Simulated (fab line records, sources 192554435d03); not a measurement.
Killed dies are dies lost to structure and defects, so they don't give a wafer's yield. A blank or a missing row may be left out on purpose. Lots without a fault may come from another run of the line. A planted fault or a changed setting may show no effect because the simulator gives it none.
Split-lot experiment | flow n5_finfet | 7 lots, 21 wafers read, on a route of 1938 steps

THE SPLIT
At N5_BEOL_M8_PECVD_70 (deposits SiO2 from TEOS/O2, target thk 20 nm, time 22.7 s), the setting temp_c was moved away from the recipe's 400 C on 3 of the 21 wafers read, by -4.4% to -2.5%. The other wafers ran this setting at the recipe's value.

FROM THE SPLIT TO THE READING: what the file shows between them, 9 steps
- N5_BEOL_M8_COAT_05: resist thk 90 nm (also split here: spin_rpm)
- N5_BEOL_M8_EBR_07
- N5_BEOL_M8_SOFTBAKE_06: time 60 s
- N5_BEOL_M8_EXPOSE_08: exposes mask M8
- N5_BEOL_M8_PEB_09: peb time 60 s
- N5_BEOL_M8_DEVELOP_10: develop time 30 s
- N5_BEOL_M8_TRENCH_ETCH_37: etches SiCOH lowk in C4F6/O2, target depth 93.478 nm, time 31.2 s (also split here: source_w)
- N5_BEOL_M8_ETCH_41: etches SiCN in CH3F/O2, target depth 31.9 nm, time 57.8 s
- N5_BEOL_M8_STRIP_80: strips in N2/H2, time 10 s

THE READING
SiO2_of_BEOL_M8_PECVD_70.thk_nm (the simulator's own value, which no gauge read), in nm, at N5_BEOL_M8_HM_STRIP_39 (strips TiN in peroxide tin strip, target depth 25 nm, time 158 s). The file gives no usual value for it. The 18 wafers here that ran the recipe average 19.6 nm, standard deviation 0.31 nm.

wafer  | tool, chamber at the split | temp_c as run, C | against the recipe | SiO2_of_BEOL_M8_PECVD_70.thk_nm, nm | against lot-mates on the recipe
L079.2 | pecvd-04, 2                | 400              | recipe             | 19.4                                | -
L079.4 | pecvd-04, 1                | 389.9            | -2.5%              | 21.2                                | +1.5
L079.5 | pecvd-04, 2                | 400              | recipe             | 20                                  | -
L084.1 | pecvd-04, 0,1              | 400              | recipe             | 19.6                                | -
L084.4 | pecvd-04, 0,1              | 400              | recipe             | 19.8                                | -
L084.6 | pecvd-04, 0                | 400              | recipe             | 19.8                                | -
L082.2 | pecvd-03, 1                | 400              | recipe             | 19.2                                | -
L082.4 | pecvd-03, 1,0              | 400              | recipe             | 19.8                                | -
L082.5 | pecvd-03, 1,0              | 400              | recipe             | 19.8                                | -
L080.1 | pecvd-01, 2                | 400              | recipe             | 19.2                                | -
L080.2 | pecvd-01, 1                | 400              | recipe             | 19.2                                | -
L080.6 | pecvd-01, 2                | 400              | recipe             | 19.6                                | -
L092.1 | pecvd-01, 0,2              | 400              | recipe             | 19.2                                | -
L092.2 | pecvd-01, 0,2              | 400              | recipe             | 19                                  | -
L092.5 | pecvd-01, 0                | 400              | recipe             | 19.4                                | -
L091.1 | pecvd-03, 0                | 400              | recipe             | 19.6                                | -
L091.3 | pecvd-03, 2                | 400              | recipe             | 20                                  | -
L091.4 | pecvd-03, 0                | 400              | recipe             | 20                                  | -
L097.2 | pecvd-04, 0                | 400              | recipe             | 19.6                                | -
L097.5 | pecvd-04, 0                | 382.2            | -4.4%              | 22                                  | +2.4
L097.6 | pecvd-04, 1                | 382.2            | -4.4%              | 22                                  | +2.4
Where a row lists several chambers, the file gives one row for several wafers and doesn't say which wafer went through which chamber.

THE FIT
A straight line over all 21 wafers: SiO2_of_BEOL_M8_PECVD_70.thk_nm changes by -0.559 nm for each +1% of temp_c; r = -0.94; the points scatter about the line by 0.3 nm.
The same after taking each lot's own level away (the mean of its wafers on the recipe; 21 wafers): -0.546 nm for each +1%; r = -0.97; scatter 0.2 nm.
On that fit, the largest move of temp_c shifts the reading by 2.4 nm.
The lots' own levels span 19.20 to 19.87 nm, that is 2.2 times the standard deviation above.
So the lot-to-lot level changes the slope little: the two slopes agree.
Check: with one of the wafers moved furthest among these (-4.4%) left out of the fit, the line predicts +2.46 nm for it against its lot-mates. It came out at +2.4 nm against them.

OTHER SPLITS ON THESE WAFERS
These wafers also went through other splits before the reading. Each is held against what the fit with the lots' levels taken away leaves over:
other split on the same wafers     | wafers away from the commonest value | r with SiO2_of_BEOL_M8_PECVD_70.thk_nm (lot level and that fit taken away)
N5_BEOL_M6_HM_DEP_02 target_thk_a  | 3                                    | -0.01
N5_BEOL_M6_TRENCH_ETCH_37 bias_w   | 4                                    | -0.21
N5_BEOL_M8_COAT_05 spin_rpm        | 6                                    | -0.15
N5_BEOL_M8_TRENCH_ETCH_37 source_w | 8                                    | -0.25

THE WHOLE CHAIN: every reading that the file lists as answering this split, in the file's order
step                   | what it does                                                     | reading                                                                          | change (the file's fit)               | r (the file's)
N5_BEOL_M8_PECVD_70    | deposits SiO2 from TEOS/O2, target thk 20 nm, time 22.7 s        | SiO2_of_BEOL_M8_PECVD_70.thk_nm (the simulator's own value, which no gauge read) | -0.57 nm for each +1% of the setting  | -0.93
N5_BEOL_M8_HM_STRIP_39 | strips TiN in peroxide tin strip, target depth 25 nm, time 158 s | SiO2_of_BEOL_M8_PECVD_70.thk_nm (the simulator's own value, which no gauge read) | -0.553 nm for each +1% of the setting | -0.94

THE FILE'S OWN FIT
SiO2_of_BEOL_M8_PECVD_70.thk_nm changes by -0.553 nm for each +1% of temp_c, r = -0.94.
